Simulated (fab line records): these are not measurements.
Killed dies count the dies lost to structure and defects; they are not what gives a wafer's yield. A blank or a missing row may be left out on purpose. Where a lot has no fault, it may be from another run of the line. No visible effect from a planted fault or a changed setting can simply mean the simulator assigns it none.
fab line records	flow n5Finfet	part 2 of 2: steps 5 to 6 of 6
[record] lots = 24	wafers = 72	lastDay = 18
route steps=1938 shown BEOL_M4@1039 BEOL_M5@1152 BEOL_M6@1194
lots that met no fault: taken from a fault-free run of the same line
startH: start of the lot's first displayed wafer, in hours after the record's first day	waitH: time in hours since the lot's previous step	" the same as in the row above	L1.1+2: a single row standing in for several wafers	- value missing, or start not given	* or withheld: withheld	< > ~ a bound
route shown NAME@n: names a module that has steps shown in the file, with the first one's number in the route	usual: the fault-free wafers' mean and standard deviation	same: alike in all rows	chamber/n: place in a boat	sites: per-site readings	_std_site: standard deviation of those values	_edge_site: inner sites' mean taken away from outer sites' mean	radiusMm: how far each site lies from the wafer's centre	mask NAME#n: copy n	behind: tool/chamber where the wafer was last shaped	hold: reason for holding the lot/hours on hold/outcome of the hold	device: whichever transistor did not switch (one of n, p or np)	end of line: tests of these same wafers at the route's end	for a step that has no rows: nothing shown but its recipe	killed: not the wafer's yield, but the dies lost to structure and defects at the first sort	map: a wafer's dies, x killed, . not, _ none there
set.NAME: the setting the step ran with; set.NAME@STEP: the setting that earlier step ran with	model.NAME: the simulator's own value behind a step, which no gauge read
steps of the route over a sample of lots; a table a step, a row a wafer
services: a tool's chamber out of use, with start hour (startH, from the record's first day; less than 0 if before it), hours out, and reason
[[steps]]
[step N5_BEOL_M5_ETCH_75]
[recipe] chemistry = N2/H2	target = underlayer	targetDepthA = 65	maskMaterial = CAR-EUV	timeS = 5.2	ionEnergyEv = 200	pressureMtorr = 30	sourceW = 840	biasW = 150	n2FlowSccm = 200	h2FlowSccm = 200	ends = cleared
[usual] drypumpMotorCurrentA = 5.7/0.34	etchRfOnTimeS = 5.16/0.075	oesProductAu = 0.67/0.07	rfVppV = 524/3.3	showerheadPlenumPTorr = 2.54/0.11	throttleValvePct = 17.91/0.29
lot.wafer	tool	chamber	startH	waitH	drypumpMotorCurrentA	etchRfOnTimeS	oesProductAu	rfHoursCounterH	rfVppV	showerheadPlenumPTorr	throttleValvePct
L074.1	rieDiel-05	3	185.87	0.0	5.6	5.13	0.80	15	525	2.50	17.79
L074.2	"	1	"	"	5.2	5.18	0.75	25	523	2.49	17.75
L074.3	"	0	"	"	6.1	5.12	0.63	164	525	2.53	17.89
L075.1	rieDiel-06	3	199.54	0.0	5.3	5.11	0.83	7	528	2.70	17.35
L075.5	"	1	"	"	6.0	5.10	0.64	-	518	2.35	18.21
L075.6	"	2	"	"	5.9	5.27	0.61	-	522	2.43	18.25
L076.1	rieDiel-02	1	206.81	0.0	6.3	5.04	0.67	108	528	2.68	18.21
L076.3	"	3	"	"	5.5	5.21	0.64	167	523	2.53	17.99
L076.4	"	0	"	"	5.4	5.19	0.60	246	527	2.60	17.92
L077.1	rieDiel-05	2	206.96	0.0	6.0	5.26	0.60	211	526	2.62	17.57
L077.5	"	0	"	"	6.2	5.15	0.62	-	525	2.53	17.89
L077.6	"	1	"	"	5.1	5.16	0.74	-	521	2.48	17.75
L078.3	rieDiel-02	2	214.41	0.0	5.5	5.24	0.65	119	523	2.45	17.66
L078.4	"	0	"	"	5.4	5.25	0.59	248	525	2.60	17.91
L078.6	"	0	"	"	5.4	5.25	0.59	-	526	2.60	17.92
L079.2	rieDiel-02	0	214.80	0.0	5.4	5.25	0.60	249	527	2.60	17.92
L079.3	"	2	"	"	5.5	5.20	0.65	119	522	2.45	17.69
L079.4	"	1	"	"	6.3	5.16	0.66	110	530	2.68	18.20
L080.1	rieDiel-06	0	219.79	0.0	5.8	5.27	0.68	116	528	2.67	18.01
L080.3	"	1	"	"	5.9	5.16	0.64	147	519	2.34	18.23
L080.5	"	3	"	"	5.3	5.17	0.82	-	528	2.70	17.34
L081.1	rieDiel-06	3	228.74	0.0	5.3	5.10	0.81	14	531	2.70	17.36
L081.4	"	2	"	"	5.9	5.21	0.61	178	519	2.43	18.25
L081.6	"	1	"	"	6.0	5.04	0.65	-	520	2.34	18.25
L083.2	rieDiel-06	1	239.55	0.0	5.9	5.09	0.65	152	519	2.34	18.22
L083.5	"	3	"	"	5.3	5.04	0.81	-	529	2.70	17.36
L083.6	"	0	"	"	5.7	5.18	0.68	-	524	2.67	18.01
L082.1	rieDiel-05	3	242.26	0.0	5.6	5.09	0.76	32	523	2.49	17.81
L082.4	"	0	"	"	6.2	5.13	0.62	181	523	2.53	17.93
L082.5	"	3	"	"	5.6	5.14	0.77	-	521	2.49	17.80
L084.1	rieDiel-06	3	259.77	0.0	5.3	5.05	0.79	24	529	2.70	17.38
L084.4	"	2	"	"	5.8	5.26	0.61	188	521	2.43	18.26
L084.5	"	1	"	"	5.9	5.13	0.65	-	520	2.34	18.27
L085.1	rieDiel-06	3	264.96	0.0	5.3	5.11	0.77	26	530	2.69	17.40
L085.4	"	1	"	"	5.9	5.10	0.64	160	517	2.34	18.28
L085.6	"	0	"	"	5.8	5.15	0.68	-	527	2.67	18.05
L086.1	rieDiel-02	0	265.07	0.0	5.4	5.11	0.82	4	526	2.60	17.47
L086.4	"	1	"	"	6.4	5.12	0.66	125	529	2.67	18.22
L086.5	"	0	"	"	5.4	5.09	0.83	-	524	2.60	17.50
L087.3	rieDiel-05	2	270.69	0.0	6.1	5.22	0.59	231	527	2.61	17.63
L087.4	"	1	"	"	5.2	5.15	0.73	50	522	2.48	17.81
L087.6	"	3	"	"	5.6	5.13	0.75	-	522	2.49	17.83
L089.1	rieDiel-06	2	272.11	0.0	5.9	5.26	0.61	191	522	2.42	18.26
L089.2	"	1	"	"	6.0	5.18	0.63	162	517	2.34	18.27
L089.4	"	0	"	"	5.7	5.26	0.67	132	529	2.66	18.05
L088.1	rieDiel-06	1	277.18	0.0	5.9	5.09	0.64	163	516	2.34	18.26
L088.2	"	0	"	"	5.7	5.20	0.67	133	527	2.66	18.04
L088.6	"	2	"	"	5.8	5.23	0.60	-	520	2.42	18.29
L090.1	rieDiel-02	3	285.98	0.0	5.5	5.31	0.61	194	524	2.52	18.01
L090.2	"	1	"	"	6.4	5.19	0.65	131	527	2.67	18.24
L090.3	"	2	"	"	5.5	5.16	0.64	145	521	2.44	17.71
L092.1	rieDiel-05	0	289.27	0.0	6.1	5.04	0.61	195	523	2.52	17.95
L092.2	"	2	"	"	6.0	5.16	0.60	237	526	2.61	17.65
L092.3	"	3	"	"	5.6	5.09	0.75	48	522	2.48	17.84
L091.1	rieDiel-06	1	292.67	0.0	5.9	5.08	0.64	168	519	2.34	18.27
L091.4	"	3	"	"	5.3	5.12	0.77	34	529	2.69	17.39
L091.6	"	3	"	"	5.3	5.18	0.76	-	528	2.69	17.40
L094.1	rieDiel-02	1	308.31	0.0	6.3	5.11	0.66	138	528	2.67	18.25
L094.4	"	0	"	"	5.4	5.12	0.78	17	525	2.59	17.49
L094.6	"	3	"	"	5.5	5.28	0.62	-	522	2.52	18.03
L095.2	rieDiel-05	3	315.81	0.0	5.6	5.12	0.73	56	523	2.48	17.86
L095.3	"	1	"	"	5.2	5.12	0.70	64	521	2.47	17.81
L095.6	"	3	"	"	5.6	5.09	0.73	-	520	2.48	17.83
L093.3	rieDiel-06	2	315.89	0.0	5.9	5.22	0.60	204	521	2.42	18.29
L093.4	"	0	"	"	5.7	5.24	0.66	146	525	2.66	18.04
L093.6	"	0	"	"	5.7	5.27	0.67	-	525	2.66	18.06
L096.1	rieDiel-02	2	323.36	0.0	5.5	5.19	0.62	156	520	2.44	17.75
L096.2	"	3	"	"	5.5	5.30	0.60	205	522	2.52	18.05
L096.5	"	2	"	"	5.5	5.18	0.63	-	518	2.44	17.72
L097.1	rieDiel-05	1	324.66	0.0	5.2	5.07	0.71	66	520	2.47	17.82
L097.4	"	2	"	"	6.1	5.11	0.59	247	525	2.61	17.66
L097.6	"	0	"	"	6.2	5.07	0.61	-	522	2.52	17.97
[step N5_BEOL_M6_ILD_DEP_00]
[recipe] material = SiCOH_lowk	targetThkA = 1797.5	tempC = 300	precursor = DEMS/porogen	pressureTorr = 5	rfW = 500	timeS = 33.4
[usual] heaterPowerW = 333/56	showerheadPlenumPTorr = 5.741/0.011	throttleValvePct = 13.9/0.81
lot.wafer	tool	chamber	startH	waitH	heaterPowerW	showerheadPlenumPTorr	throttleValvePct
L074.1	pecvd-03	0	193.98	0.0	360	5.735	13.5
L074.2	"	1	"	"	336	5.756	15.0
L074.3	"	2	"	"	287	5.742	14.0
L075.1	pecvd-03	0	207.50	0.0	326	5.766	13.5
L075.5	"	1	"	"	366	5.763	14.8
L075.6	"	0	"	"	338	5.745	13.5
L077.1	pecvd-04	1	215.63	0.0	351	5.745	13.3
L077.5	"	0	"	"	264	5.738	15.8
L077.6	"	2	"	"	282	5.730	13.4
L076.1	pecvd-03	0	219.02	0.0	336	5.739	13.7
L076.3	"	0	"	"	342	5.750	13.3
L076.4	"	1	"	"	380	5.732	15.0
L078.3	pecvd-03	1	221.53	0.1	382	5.744	15.1
L078.4	"	0	"	"	312	5.745	13.4
L078.6	"	0	"	"	318	5.752	13.4
L079.2	pecvd-01	0	224.03	0.0	293	5.746	13.5
L079.3	"	2	"	"	395	5.730	13.5
L079.4	"	0	"	"	296	5.723	13.2
L080.1	pecvd-01	0	227.14	0.0	245	5.735	13.5
L080.3	"	2	"	"	481	5.735	13.4
L080.5	"	2	"	"	375	5.735	13.6
L081.1	pecvd-01	0	236.84	0.0	286	5.731	13.5
L081.4	"	0	"	"	297	5.726	13.3
L081.6	"	1	"	"	321	5.747	14.0
L083.2	pecvd-01	1	248.28	0.0	339	5.766	14.1
L083.5	"	0	"	"	314	5.728	13.4
L083.6	"	2	"	"	458	5.738	13.6
L082.1	pecvd-01	0	249.46	0.0	289	5.735	13.3
L082.4	"	0	"	"	289	5.740	13.6
L082.5	"	2	"	"	433	5.744	13.5
L084.1	pecvd-04	2	267.69	0.0	227	5.734	13.4
L084.4	"	0	"	"	341	5.744	15.7
L084.5	"	1	"	"	397	5.743	13.2
L085.1	pecvd-04	1	272.30	0.0	305	5.743	13.2
L085.4	"	1	"	"	313	5.735	13.4
L085.6	"	2	"	"	253	5.734	13.5
L086.1	pecvd-01	2	272.55	0.0	428	5.733	13.5
L086.4	"	1	"	"	308	5.740	14.0
L086.5	"	0	"	"	308	5.740	13.6
L087.3	pecvd-01	1	277.96	0.0	272	5.746	14.0
L087.4	"	2	"	"	411	5.737	13.5
L087.6	"	0	"	"	292	5.739	13.6
L089.1	pecvd-03	2	279.88	0.0	317	5.740	12.7
L089.2	"	1	"	"	379	5.757	15.1
L089.4	"	0	"	"	312	5.750	13.5
L088.1	pecvd-04	1	284.59	0.0	348	5.753	13.3
L088.2	"	0	"	"	319	5.750	15.8
L088.6	"	1	"	"	349	5.758	13.2
L090.1	pecvd-03	1	294.44	0.0	358	5.740	15.0
L090.2	"	2	"	"	275	5.742	12.5
L090.3	"	0	"	"	342	5.743	13.7
L092.1	pecvd-01	1	298.09	0.0	280	5.747	14.2
L092.2	"	0	"	"	245	5.743	13.5
L092.3	"	2	"	"	466	5.739	13.6
L091.1	pecvd-04	0	304.08	0.0	300	5.730	15.8
L091.4	"	1	"	"	378	5.751	13.3
L091.6	"	0	"	"	300	5.752	15.5
L094.1	pecvd-04	0	317.05	0.0	336	5.732	15.8
L094.4	"	1	"	"	383	5.743	13.1
L094.6	"	0	"	"	336	5.751	15.7
L095.2	pecvd-03	1	322.85	0.0	346	5.745	15.0
L095.3	"	2	"	"	294	5.755	12.8
L095.6	"	0	"	"	366	5.743	13.5
L093.3	pecvd-04	1	325.38	0.0	389	5.732	13.2
L093.4	"	1	"	"	306	5.760	13.2
L093.6	"	0	"	"	270	5.748	15.9
L096.1	pecvd-01	2	331.64	0.0	428	5.734	13.6
L096.2	"	1	"	"	306	5.762	14.0
L096.5	"	1	"	"	319	5.740	14.1
L097.1	pecvd-01	1	333.22	0.0	302	5.759	14.3
L097.4	"	2	"	"	428	5.753	13.5
L097.6	"	1	"	"	305	5.753	14.1
[[services]]
tool	chamber	startH	hours	kind
rieDiel-06	0	151.75	8.8	repair
rieDiel-04	1	154.12	31.9	repair
rieDiel-03	0	160.31	-	clean
rieDiel-06	1	185.66	1.9	repair
rieDiel-02	2	186.31	1.2	repair
rieDiel-01	1	203.47	7.2	repair
rieDiel-04	1	209.09	6.8	repair
rieDiel-02	-	211.42	0.1	repair
rieDiel-03	2	212.85	15.3	repair
rieDiel-02	1	234.79	10.1	repair
rieDiel-04	-	240.08	14.6	pm
rieDiel-01	1	244.09	-	clean
rieDiel-01	1	244.09	-	consumableReplace:focusRing
rieDiel-01	1	244.09	13.9	scheduledDown
rieDiel-01	1	244.09	13.9	ventCycle
pecvd-03	-	259.47	5.5	pm
rieDiel-01	2	290.57	-	clean
rieDiel-01	2	290.57	-	consumableReplace:focusRing
rieDiel-01	2	290.57	21.6	scheduledDown
rieDiel-01	2	290.57	21.6	ventCycle
rieDiel-05	0	290.58	14.1	repair
pecvd-04	-	300.67	1.8	repair
pecvd-01	0	320.20	12.9	repair
rieDiel-06	2	323.89	4.5	repair
